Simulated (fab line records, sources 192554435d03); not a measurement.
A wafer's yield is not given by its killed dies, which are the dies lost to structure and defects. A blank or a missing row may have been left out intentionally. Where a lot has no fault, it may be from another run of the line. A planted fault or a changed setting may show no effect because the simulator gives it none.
fab line records	flow n5_finfet
record: lots: 9	wafers: 24	last_day: 19
route steps=1938 shown BEOL_M4@1111 BEOL_M6@1228 PASSIVATION@1936
lots that met no fault: from a run of the same line without faults
start_h: start of the lot's first displayed wafer, in hours after the record's first day	wait_h: hours elapsed since this lot's preceding step	" same as the row above	L1.1+2: a single row standing in for several wafers	- either no value or no given start	* or withheld: withheld	< > ~ a bound
route shown NAME@n: a module of which the file shows steps, and the number in the route of the first	usual: average and standard deviation across the fault-free wafers	same: alike in all rows	chamber/n: place in a boat	sites: readings site by site	_std_site: the values' standard deviation	_edge_site: mean of outer sites minus mean of inner sites	radius_mm: for every site, how far away it sits from the centre of the wafer	mask NAME#n: copy n	behind: the last tool/chamber to shape the wafer	hold: reason for holding the lot/hours on hold/outcome of the hold	device: names the non-switching transistor (n, p or np)	end of line: tests of these same wafers at the route's end	a step with no rows: only its recipe	killed: not the wafer's yield, but the dies lost to structure and defects at the first sort	map: per-die view of a wafer (x killed, . not killed, _ where there is no die)
set.NAME: the setting that was run; set.NAME@STEP: the one run at that earlier step	model.NAME: the simulator's own value behind a step, which no gauge read
route steps across a sampled set of lots; one table per step, one row per wafer
services: a tool's chamber out of use, with start hour (start_h, from the record's first day; less than 0 if before it), hours out, and reason
== steps ==
step: N5_BEOL_M4_RC_MEAS_101
usual: DIBL_N: 37.2/2.1	DIBL_P: 37.3/2.3	IOFF_N: 0.18/0.041	IOFF_P: 0.24/0.042	ION_N: 680/13	ION_P: 466/7.7	SS_N: 71.8/0.68	SS_P: 73.5/0.66	VT_N: 249/3.6	VT_P: -248/3.4
lot.wafer	tool	chamber	start_h	wait_h	DIBL_N[mV/V]	DIBL_P[mV/V]	IOFF_N[nA/um]	IOFF_P[nA/um]	ION_N[uA/um]	ION_P[uA/um]	SS_N[mV/dec]	SS_P[mV/dec]	VT_N[mV]	VT_P[mV]
L331.2	prober-01	0	182.10	0.2	38.8	39.0	0.22	0.26	688	462	72.4	73.5	248	-249
L331.5	"	0	"	"	37.1	37.3	0.19	0.22	686	463	72.2	73.2	247	-251
L331.6	"	0	"	"	38.4	38.6	0.21	0.25	702	467	72.2	73.4	245	-248
L330.1	prober-01	0	185.02	0.0	34.4	34.0	0.15	0.20	677	472	70.9	73.2	249	-249
L330.2	"	0	"	"	33.4	33.2	0.13	0.17	665	455	70.7	73.0	250	-254
L330.5	"	0	"	"	35.9	36.3	0.18	0.23	684	463	71.7	73.2	245	-247
L334.3	prober-02	0	205.13	0.3	39.4	39.2	0.25	0.30	694	472	72.9	73.9	243	-246
L334.4	"	0	"	"	35.0	33.6	0.14	0.21	656	460	71.2	72.8	252	-249
L334.6	"	0	"	"	35.1	34.5	0.15	0.23	679	471	70.9	73.0	248	-248
L342.3	prober-02	0	255.28	0.3	36.7	37.1	0.18	0.24	676	463	72.5	73.6	247	-246
L342.4	"	0	"	"	36.2	35.6	0.15	0.21	671	463	72.3	73.4	251	-248
L344.1	prober-02	0	261.09	0.0	38.8	39.7	0.18	0.22	674	452	71.9	74.1	250	-254
L344.2	"	0	"	"	36.3	36.9	0.14	0.18	662	447	71.5	73.4	252	-256
L344.3	"	0	"	"	38.8	39.1	0.19	0.21	680	457	72.1	73.1	248	-252
L345.3	prober-02	0	271.24	0.3	34.8	34.9	0.13	0.19	678	467	71.0	72.9	255	-248
L345.4	"	0	"	"	36.9	38.3	0.16	0.25	687	475	71.2	73.7	251	-245
L345.6	"	0	"	"	35.8	37.3	0.15	0.23	685	470	71.2	72.9	252	-249
L351.1	prober-01	0	332.36	0.0	33.0	34.6	0.12	0.19	675	472	70.5	72.3	250	-252
L351.3	"	0	"	"	34.9	36.7	0.14	0.23	666	466	71.6	72.7	252	-248
L350.2	prober-02	0	333.30	0.2	35.5	36.1	0.15	0.19	678	459	71.7	73.9	251	-252
L350.3	"	0	"	"	36.6	37.3	0.17	0.22	667	457	71.9	74.1	248	-249
L350.4	"	0	"	"	38.1	39.4	0.23	0.26	704	473	72.0	74.4	242	-248
L352.2	prober-02	0	336.04	0.2	37.5	36.9	0.18	0.25	675	466	72.0	73.6	251	-249
L352.3	"	0	"	"	38.1	37.8	0.20	0.27	677	463	72.2	74.2	248	-245
step: N5_BEOL_M6_OVL_MEAS_29
recipe: points_per_wafer: 522
usual: V5_OVL: 0.0/0.71
lot.wafer	tool	chamber	start_h	wait_h	V5_OVL[nm]
L331.2	overlay-02	0	196.61	0.0	-0.8
L331.5	"	0	"	"	-1.5
L331.6	"	0	"	"	-0.2
L330.1	overlay-02	0	203.03	0.0	-1.3
L330.2	"	0	"	"	-0.8
L330.5	"	0	"	"	-1.1
L334.3	overlay-02	0	223.16	0.0	0.3
L334.4	"	0	"	"	-0.1
L334.6	"	0	"	"	-0.4
L342.3	overlay-02	0	269.56	0.0	-0.4
L342.4	"	0	"	"	-0.1
L344.1	overlay-02	0	284.59	0.0	1.0
L344.2	"	0	"	"	1.4
L344.3	"	0	"	"	1.5
L345.3	overlay-02	0	299.88	0.0	-1.0
L345.4	"	0	"	"	0.0
L345.6	"	0	"	"	-0.3
L351.1	overlay-02	0	351.44	0.0	0.1
L351.3	"	0	"	"	-0.1
L350.2	overlay-02	0	351.49	0.0	1.0
L350.3	"	0	"	"	0.1
L350.4	"	0	"	"	1.0
L352.2	overlay-01	0	353.11	0.0	0.9
L352.3	"	0	"	"	1.1
step: N5_BEOL_M6_ETCH_65
recipe: chemistry: CF4	target: SiARC	target_depth_a: 156	mask_material: CAR-EUV	time_s: 26	ion_energy_ev: 80	pressure_mtorr: 40	source_w: 545	bias_w: 36	Ar_flow_sccm: 100	cf4_flow_sccm: 100	ends: cleared
usual: cf4_flow_sccm: 100.0/0.3	drypump_motor_current_A: 5.6/0.47	etch_rf_on_time_s: 25.7/0.61	oes_product_au: 0.68/0.067	rf_vpp_V: 184.1/1.3	showerhead_plenum_p_Torr: 2.15/0.079	throttle_valve_pct: 15.61/0.24
lot.wafer	tool	chamber	start_h	wait_h	cf4_flow_sccm	drypump_motor_current_A	etch_rf_on_time_s	oes_product_au	rf_hours_counter_h	rf_vpp_V	showerhead_plenum_p_Torr	throttle_valve_pct
L331.2	rie_diel-04	2	196.75	0.0	99.7	5.8	25.2	0.69	93	183.5	2.16	15.64
L331.5	"	1	"	"	99.8	5.9	25.7	0.63	-	185.4	2.21	15.40
L331.6	"	2	"	"	100.3	5.8	25.2	0.70	-	185.9	2.16	15.65
L330.1	rie_diel-06	0	203.39	0.0	100.4	5.8	25.0	0.78	35	185.7	2.28	15.66
L330.2	"	2	"	"	99.9	4.9	26.6	0.58	247	182.5	2.11	15.42
L330.5	"	2	"	"	100.0	4.9	26.6	0.57	-	182.8	2.11	15.44
L334.3	rie_diel-06	1	223.34	0.0	100.1	5.8	26.3	0.64	154	183.1	2.07	15.72
L334.4	"	0	"	"	100.2	5.8	25.2	0.76	-	185.7	2.28	15.69
L334.6	"	3	"	"	99.7	6.0	25.5	0.67	-	184.1	2.23	15.72
L342.3	rie_diel-06	2	269.69	0.0	99.8	5.0	25.3	0.82	15	183.4	2.10	15.00
L342.4	"	0	"	"	100.3	5.8	25.1	0.75	64	186.0	2.27	15.71
L344.1	rie_diel-06	3	284.74	0.0	99.7	6.0	25.9	0.64	159	184.5	2.22	15.76
L344.2	"	1	"	"	99.9	5.8	26.9	0.62	177	182.6	2.06	15.76
L344.3	"	2	"	"	100.0	4.9	25.6	0.82	18	183.7	2.10	15.02
L345.3	rie_diel-04	0	300.13	0.0	99.3	4.7	26.0	0.66	121	184.2	2.15	15.45
L345.4	"	2	"	"	100.2	5.8	25.3	0.66	126	183.8	2.15	15.71
L345.6	"	3	"	"	99.9	5.8	24.7	0.64	-	182.9	2.05	15.91
L351.1	rie_diel-04	1	351.59	0.0	100.5	5.9	26.2	0.58	235	184.5	2.19	15.50
L351.3	"	0	"	"	100.0	4.8	26.2	0.65	140	182.9	2.14	15.49
L350.2	rie_diel-06	3	351.63	0.0	100.2	6.0	25.5	0.62	183	186.0	2.21	15.80
L350.3	"	0	"	"	99.6	5.8	25.4	0.71	89	187.1	2.26	15.78
L350.4	"	1	"	"	100.2	5.8	26.9	0.61	200	182.0	2.05	15.81
L352.2	rie_diel-06	2	353.35	0.0	100.1	5.0	25.1	0.77	44	183.3	2.09	15.03
L352.3	"	1	"	"	99.7	5.8	26.5	0.61	201	181.8	2.05	15.81
step: N5_BEOL_M6_TRENCH_ETCH_37
recipe: chemistry: C4F6/O2	target_depth_a: 944.35	target: SiCOH_lowk	time_s: 31.5	ion_energy_ev: 250	pressure_mtorr: 30	source_w: 345	bias_w: 185	Ar_flow_sccm: 300	C4F6_flow_sccm: 10	O2_flow_sccm: 10
usual: drypump_motor_current_A: 5.6/0.47	oes_o_777_au: 0.79/0.077	oes_product_au: 0.79/0.079	rf_vpp_V: 672/18	showerhead_plenum_p_Torr: 2.86/0.1	throttle_valve_pct: 20.91/0.27
lot.wafer	tool	chamber	start_h	wait_h	drypump_motor_current_A	oes_o_777_au	oes_product_au	rf_hours_counter_h	rf_vpp_V	showerhead_plenum_p_Torr	throttle_valve_pct
L331.2	rie_diel-04	2	196.97	-	5.8	0.83	0.80	93	680	2.88	21.06
L331.5	"	1	"	"	5.9	0.72	0.73	-	691	2.93	20.63
L331.6	"	2	"	"	5.8	0.84	0.81	-	679	2.88	21.08
L330.1	rie_diel-06	0	203.61	-	5.8	0.90	0.92	35	645	3.02	21.00
L330.2	"	2	"	"	5.0	0.69	0.68	247	678	2.78	20.52
L330.5	"	2	"	"	4.9	0.69	0.68	-	680	2.78	20.52
L334.3	rie_diel-06	1	223.56	-	5.8	0.74	0.76	154	689	2.74	21.02
L334.4	"	0	"	"	5.8	0.88	0.89	-	644	3.02	21.01
L334.6	"	3	"	"	6.0	0.79	0.77	-	658	2.97	21.04
L342.3	rie_diel-06	2	269.91	-	5.0	0.96	1.23	16	678	2.78	20.29
L342.4	"	0	"	"	5.8	0.84	0.86	64	644	3.01	21.03
L344.1	rie_diel-06	3	284.96	-	6.0	0.79	0.75	159	658	2.96	21.06
L344.2	"	1	"	"	5.8	0.72	0.73	177	689	2.73	21.05
L344.3	"	2	"	"	5.0	0.95	1.22	18	678	2.78	20.29
L345.3	rie_diel-04	0	300.35	-	4.7	0.76	0.78	122	695	2.86	20.78
L345.4	"	2	"	"	5.8	0.80	0.77	126	678	2.87	21.12
L345.6	"	3	"	"	5.8	0.76	0.74	-	662	2.71	21.17
L351.1	rie_diel-04	1	351.81	-	5.9	0.69	0.69	235	691	2.91	20.71
L351.3	"	0	"	"	4.8	0.74	0.76	140	695	2.85	20.83
L350.2	rie_diel-06	3	351.85	-	6.0	0.77	0.73	183	657	2.94	21.10
L350.3	"	0	"	"	5.8	0.82	0.83	89	642	3.00	21.09
L350.4	"	1	"	"	5.8	0.70	0.72	201	689	2.72	21.09
L352.2	rie_diel-06	2	353.57	-	5.0	0.90	0.90	44	676	2.76	20.23
L352.3	"	1	"	"	5.8	0.71	0.72	201	689	2.72	21.10
step: N5_BEOL_M6_OCD_MEAS_38
usual: trench_depth_nm: 95.0/1.8
lot.wafer	tool	chamber	start_h	wait_h	trench_depth_nm
L331.2	ocd-02	-	197.12	-	95.8
L331.5	"	-	"	"	93.7
L331.6	"	-	"	"	96.1
L330.1	ocd-02	-	203.76	-	98.2
L330.2	"	-	"	"	94.5
L330.5	"	-	"	"	94.0
L334.3	ocd-02	-	223.72	-	93.8
L334.4	"	-	"	"	97.5
L334.6	"	-	"	"	94.2
L342.3	ocd-01	-	270.07	-	140.0
L342.4	"	-	"	"	96.0
L344.1	ocd-02	-	285.11	-	93.8
L344.2	"	-	"	"	91.9
L344.3	"	-	"	"	138.9
L345.3	ocd-02	-	300.51	-	94.5
L345.4	"	-	"	"	96.6
L345.6	"	-	"	"	95.4
L351.1	ocd-01	-	351.96	-	94.0
L351.3	"	-	"	"	93.8
L350.2	ocd-02	-	352.01	-	95.4
L350.3	"	-	"	"	97.0
L350.4	"	-	"	"	93.5
L352.2	ocd-01	-	353.72	-	96.1
L352.3	"	-	"	"	92.9
step: N5_BEOL_M6_DEGAS_44
recipe: ambient: vacuum	temp_c: 250	time_s: 60
usual: heater_power_w: 332/30
lot.wafer	tool	chamber	start_h	wait_h	heater_power_w
L331.2	pvd_sputter-02	-	197.76	0.3	324
L331.5	"	-	"	"	323
L331.6	"	-	"	"	328
L330.1	pvd_sputter-02	-	204.32	0.3	323
L330.2	"	-	"	"	316
L330.5	"	-	"	"	320
L334.3	pvd_sputter-03	-	224.52	0.2	298
L334.4	"	-	"	"	289
L334.6	"	-	"	"	330
L342.3	pvd_sputter-02	-	271.32	0.3	370
L342.4	"	-	"	"	321
L344.1	pvd_sputter-03	-	286.15	0.7	296
L344.2	"	-	"	"	385
L344.3	"	-	"	"	294
L345.3	pvd_sputter-02	-	301.34	0.3	319
L345.4	"	-	"	"	331
L345.6	"	-	"	"	327
L351.1	pvd_sputter-02	-	353.10	0.9	367
L351.3	"	-	"	"	330
L350.2	pvd_sputter-02	-	353.26	1.0	328
L350.3	"	-	"	"	368
L350.4	"	-	"	"	322
L352.2	pvd_sputter-01	-	356.12	2.1	367
L352.3	"	-	"	"	278
step: N5_BEOL_M6_THK_MEAS_53
recipe: thk_meas_gauge: xrf	reads: Cu_of_BEOL_M6_ECD_50
usual: M6_THK: 80.3/1.9
lot.wafer	tool	chamber	start_h	wait_h	M6_THK[nm]
L331.2	film_metro-02	-	200.98	-	82.5
L331.5	"	-	"	"	80.1
L331.6	"	-	"	"	80.6
L330.1	film_metro-01	-	206.15	-	84.7
L330.2	"	-	"	"	80.2
L330.5	"	-	"	"	78.2
L334.3	film_metro-02	-	226.26	-	79.7
L334.4	"	-	"	"	82.0
L334.6	"	-	"	"	79.4
L342.3	film_metro-02	-	272.96	-	126.0
L342.4	"	-	"	"	82.3
L344.1	film_metro-01	-	289.41	-	79.3
L344.2	"	-	"	"	79.8
L344.3	"	-	"	"	123.6
L345.3	film_metro-01	-	303.57	-	80.6
L345.4	"	-	"	"	83.2
L345.6	"	-	"	"	80.0
L351.1	film_metro-02	-	354.65	-	80.3
L351.3	"	-	"	"	80.5
L350.2	film_metro-02	-	354.88	-	80.7
L350.3	"	-	"	"	81.2
L350.4	"	-	"	"	78.3
L352.2	film_metro-01	-	357.73	-	81.6
L352.3	"	-	"	"	78.8
step: N5_BEOL_M6_RS_MEAS_57
recipe: thk_meas_gauge: four-point-probe	reads: Cu_of_BEOL_M6_ECD_50+Co_of_BEOL_M6_CVD_78+TaN_of_BEOL_M6_ALD_77
usual: M6_RS: 0.285/0.0084
lot.wafer	tool	chamber	start_h	wait_h	M6_RS[ohm/sq]
L331.2	film_metro-01	-	201.11	0.1	0.278
L331.5	"	-	"	"	0.286
L331.6	"	-	"	"	0.283
L330.1	film_metro-02	-	206.28	0.1	0.267
L330.2	"	-	"	"	0.286
L330.5	"	-	"	"	0.294
L334.3	film_metro-02	-	226.39	0.1	0.286
L334.4	"	-	"	"	0.276
L334.6	"	-	"	"	0.286
L342.3	film_metro-02	-	273.09	0.1	0.170
L342.4	"	-	"	"	0.278
L344.1	film_metro-02	-	289.54	0.1	0.291
L344.2	"	-	"	"	0.290
L344.3	"	-	"	"	0.175
L345.3	film_metro-01	-	303.70	0.1	0.285
L345.4	"	-	"	"	0.276
L345.6	"	-	"	"	0.288
L351.1	film_metro-02	-	354.78	0.1	0.287
L351.3	"	-	"	"	0.286
L350.2	film_metro-02	-	355.01	0.1	0.283
L350.3	"	-	"	"	0.283
L350.4	"	-	"	"	0.295
L352.2	film_metro-01	-	357.86	0.1	0.277
L352.3	"	-	"	"	0.290
step: N5_PASSIVATION_PROBE_49
usual: defect_limited_yield: 91.0/1.6	killed_at_M0_to_M3: 35/11	killed_at_M4_up: 14/5.3	killed_at_contacts: 13/6.7	killed_at_front_end: 41/12	killed_at_other: 3.9/2.7	killed_dies: 106/19	killed_open: 70/14	killed_short: 35/8.8	sort_bin_5_function: 5.3/1	sort_bin_6_memory: 3.3/0.81	sort_n_pass: 1073/19	sort_yield_pct: 91.0/1.6
same: gross_dies: 1180	killed_at_back_side: 0	sort_bin_4_leakage[%]: 0	sort_bin_8_speed[%]: 0
lot.wafer	tool	chamber	start_h	wait_h	defect_limited_yield[%]	killed_at_M0_to_M3	killed_at_M4_up	killed_at_contacts	killed_at_front_end	killed_at_other	killed_dies	killed_open	killed_short	sort_bin_5_function[%]	sort_bin_6_memory[%]	sort_n_pass	sort_yield_pct[%]
L330.1	prober-02	-	303.23	0.0	91.2	33	10	20	36	5	104	71	31	4.9	3.6	1076	91.2
L330.2	prober-02	-	303.28	0.1	90.8	18	19	14	53	5	109	64	36	4.5	3.7	1071	90.8
L330.5	prober-02	-	303.43	0.2	90.6	16	12	15	63	5	111	73	36	5.7	3.5	1069	90.6
L342.3	prober-02	-	358.47	0.1	81.1	38	117	15	48	5	223	77	39	6.1	3.4	957	81.1
L342.4	prober-02	-	358.52	0.2	90.9	31	23	16	34	3	107	67	40	5.8	3.0	1073	90.9
L344.1	prober-02	-	369.64	0.0	91.6	37	19	16	25	2	99	66	33	5.1	3.1	1081	91.6
L344.2	prober-02	-	369.69	0.1	93.8	19	22	1	31	0	73	50	18	3.9	1.9	1107	93.8
L344.3	prober-02	-	369.74	0.1	86.5	18	80	16	44	1	159	57	29	4.0	3.4	1021	86.5
L345.3	prober-01	-	387.78	0.1	92.6	23	21	11	27	5	87	64	23	4.2	3.0	1093	92.6
L345.4	prober-01	-	387.83	0.2	90.4	41	16	15	29	12	113	83	29	5.3	4.1	1067	90.4
L345.6	prober-01	-	387.93	0.3	93.1	19	5	15	39	4	82	61	21	3.7	2.9	1098	93.1
L352.2	prober-01	-	450.36	0.4	90.5	36	13	13	44	6	112	72	39	5.4	3.9	1068	90.5
L352.3	prober-01	-	450.41	0.4	91.9	25	7	18	43	2	95	68	27	4.5	3.3	1085	91.9
killed by level:class
L330.1 MOL_CONTACT_COAG:geometric_particle:open=17 FIN_SAQP:geometric_particle:open=9 BEOL_M0_SAQP:geometric_particle:short=9 GATE_CUT:geometric_particle:short=7 BEOL_M1:geometric_particle:open=7 BEOL_M0_SAQP:geometric_particle:open=6 BEOL_M2:geometric_particle:open=6 FIN_SAQP:geometric_particle:short=4
L330.2 MOL_CONTACT_COAG:geometric_particle:open=12 BEOL_M4:geometric_particle:open=11 FIN_SAQP:geometric_particle:open=10 FIN_SAQP:geometric_particle:short=8 DUMMY_GATE:geometric_particle:open=7 HKMG_FIN:area_etch=7 BEOL_M0_SAQP:geometric_particle:open=6 STI_FIN_REVEAL:geometric_particle:short=4
L330.5 STI_FIN_REVEAL:geometric_particle:open=19 MOL_CONTACT_COAG:geometric_particle:open=11 FIN_SAQP:geometric_particle:open=9 FIN_SAQP:geometric_particle:short=8 BEOL_M2:geometric_particle:open=5 BEOL_M0_SAQP:geometric_particle:open=5 STI_FIN_REVEAL:geometric_particle:short=4 MOL_CONTACT_COAG:geometric_particle:short=4
L342.3 BEOL_M6:area_etch=107 FIN_SAQP:geometric_particle:open=17 BEOL_M0_SAQP:geometric_particle:short=12 MOL_CONTACT_COAG:geometric_particle:open=11 FIN_SAQP:geometric_particle:short=9 BEOL_M3:geometric_particle:open=9 BEOL_M4:geometric_particle:open=8 STI_FIN_REVEAL:geometric_particle:open=8
L342.4 FIN_SAQP:geometric_particle:short=11 BEOL_M4:geometric_particle:open=11 MOL_CONTACT_COAG:geometric_particle:open=10 BEOL_M0_SAQP:geometric_particle:open=9 FIN_SAQP:geometric_particle:open=7 BEOL_M0:geometric_particle:open=7 MOL_CONTACT_COAG:geometric_particle:short=6 BEOL_M4:geometric_particle:short=6
L344.1 MOL_CONTACT_COAG:geometric_particle:open=14 BEOL_M0_SAQP:geometric_particle:short=11 BEOL_M4:geometric_particle:open=9 BEOL_M0_SAQP:geometric_particle:open=8 STI_FIN_REVEAL:geometric_particle:open=7 BEOL_M1:geometric_particle:open=7 BEOL_M1:geometric_particle:short=5 FIN_SAQP:geometric_particle:short=4
L344.2 BEOL_M4:geometric_particle:open=9 BEOL_M0_SAQP:geometric_particle:open=8 BEOL_M0_SAQP:geometric_particle:short=7 FIN_SAQP:geometric_particle:open=5 STI_FIN_REVEAL:geometric_particle:open=5 BEOL_M5:geometric_particle:open=3 BEOL_M4:geometric_particle:short=3 STARTING-WAFER:geometric_particle:open=3
L344.3 BEOL_M6:area_etch=72 MOL_CONTACT_COAG:geometric_particle:open=13 FIN_SAQP:geometric_particle:open=11 FIN_SAQP:geometric_particle:short=9 BEOL_M1:geometric_particle:open=6 STI_FIN_REVEAL:geometric_particle:open=5 BEOL_M0_SAQP:geometric_particle:short=4 STI_FIN_REVEAL:geometric_particle:short=3
L345.3 BEOL_M0_SAQP:geometric_particle:open=11 BEOL_M4:geometric_particle:open=10 MOL_CONTACT_COAG:geometric_particle:open=9 STI_FIN_REVEAL:geometric_particle:open=7 FIN_SAQP:geometric_particle:short=4 ILD0:geometric_particle:short=4 BEOL_M0_SAQP:geometric_particle:short=4 BEOL_M0:geometric_particle:open=3
L345.4 MOL_CONTACT_COAG:geometric_particle:open=14 BEOL_M0_SAQP:geometric_particle:open=10 BEOL_M1:geometric_particle:open=9 BEOL_M0_SAQP:geometric_particle:short=8 BEOL_M4:geometric_particle:open=6 FIN_SAQP:geometric_particle:open=5 STI_FIN_REVEAL:geometric_particle:open=5 FIN_SAQP:geometric_particle:short=4
L345.6 MOL_CONTACT_COAG:geometric_particle:open=13 STI_FIN_REVEAL:geometric_particle:open=11 FIN_SAQP:geometric_particle:open=6 DUMMY_GATE:geometric_particle:open=5 GATE_CUT:geometric_particle:short=5 BEOL_M0_SAQP:geometric_particle:short=5 BEOL_M1:geometric_particle:open=5 ILD0:geometric_particle:open=3
L352.2 FIN_SAQP:geometric_particle:short=13 FIN_SAQP:geometric_particle:open=12 MOL_CONTACT_COAG:geometric_particle:open=10 BEOL_M1:geometric_particle:short=6 BEOL_M1:geometric_particle:open=6 STI_FIN_REVEAL:geometric_particle:open=5 BEOL_M3:geometric_particle:open=5 BEOL_M0_SAQP:geometric_particle:open=5
L352.3 MOL_CONTACT_COAG:geometric_particle:open=15 FIN_SAQP:geometric_particle:open=14 STI_FIN_REVEAL:geometric_particle:open=8 BEOL_M1:geometric_particle:open=7 BEOL_M1:geometric_particle:short=4 GATE_CUT:geometric_particle:short=4 BEOL_M3:geometric_particle:open=4 STI_FIN_REVEAL:geometric_particle:short=3
== services ==
tool	chamber	start_h	hours	kind
pvd_sputter-02	-	189.66	6.6	repair
rie_diel-06	1	194.90	14.0	repair
rie_diel-06	2	211.29	-	clean
rie_diel-06	2	211.29	-	consumable_replace:focus_ring
rie_diel-06	2	211.29	18.5	scheduled_down
rie_diel-06	2	211.29	18.5	vent_cycle
rie_diel-04	2	221.50	5.6	repair
rie_diel-04	2	227.60	7.5	repair
rie_diel-04	-	246.59	4.3	pm
rie_diel-04	3	270.27	1.4	repair
pvd_sputter-03	-	294.50	0.8	repair
rie_diel-04	-	349.59	0.2	repair
== key ==
first_sign: step: N5_BEOL_M6_TRENCH_ETCH_37	reading: oes_product_au	direction: up	sigmas: 5.5	usual: 0.79	struck: 1.22
effect: step: N5_BEOL_M6_OCD_MEAS_38	reading: trench_depth_nm	direction: up	sigmas: 25	usual: 95.0	struck: 139.5
effect: step: N5_BEOL_M6_THK_MEAS_53	reading: M6_THK	direction: up	sigmas: 23	usual: 80.3	struck: 124.8
effect: step: N5_BEOL_M6_RS_MEAS_57	reading: M6_RS	direction: down	sigmas: 13	usual: 0.285	struck: 0.173
effect: step: N5_PASSIVATION_PROBE_49	reading: killed_at_M4_up	direction: up	sigmas: 16	usual: 14	struck: 98
more_kills_born_at: N5_BEOL_M6_TRENCH_ETCH_37@rie_diel-06: 179
met_at N5_BEOL_M6_TRENCH_ETCH_37
struck_lots L342,L344
struck_wafers L342.3,L344.3
not_acting_at N5_BEOL_M6_OVL_MEAS_29,N5_BEOL_M6_ETCH_65,N5_BEOL_M6_DEGAS_44
onset_between 223.56 269.91
fault: kind: process_parameter_drift	tool: rie_diel-06	chamber: -	onset_h: 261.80	steps: N5_BEOL_M6_TRENCH_ETCH_37	channel: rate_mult	offset: 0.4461	shape: step	end_h: 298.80	scope: struck_wafers_only
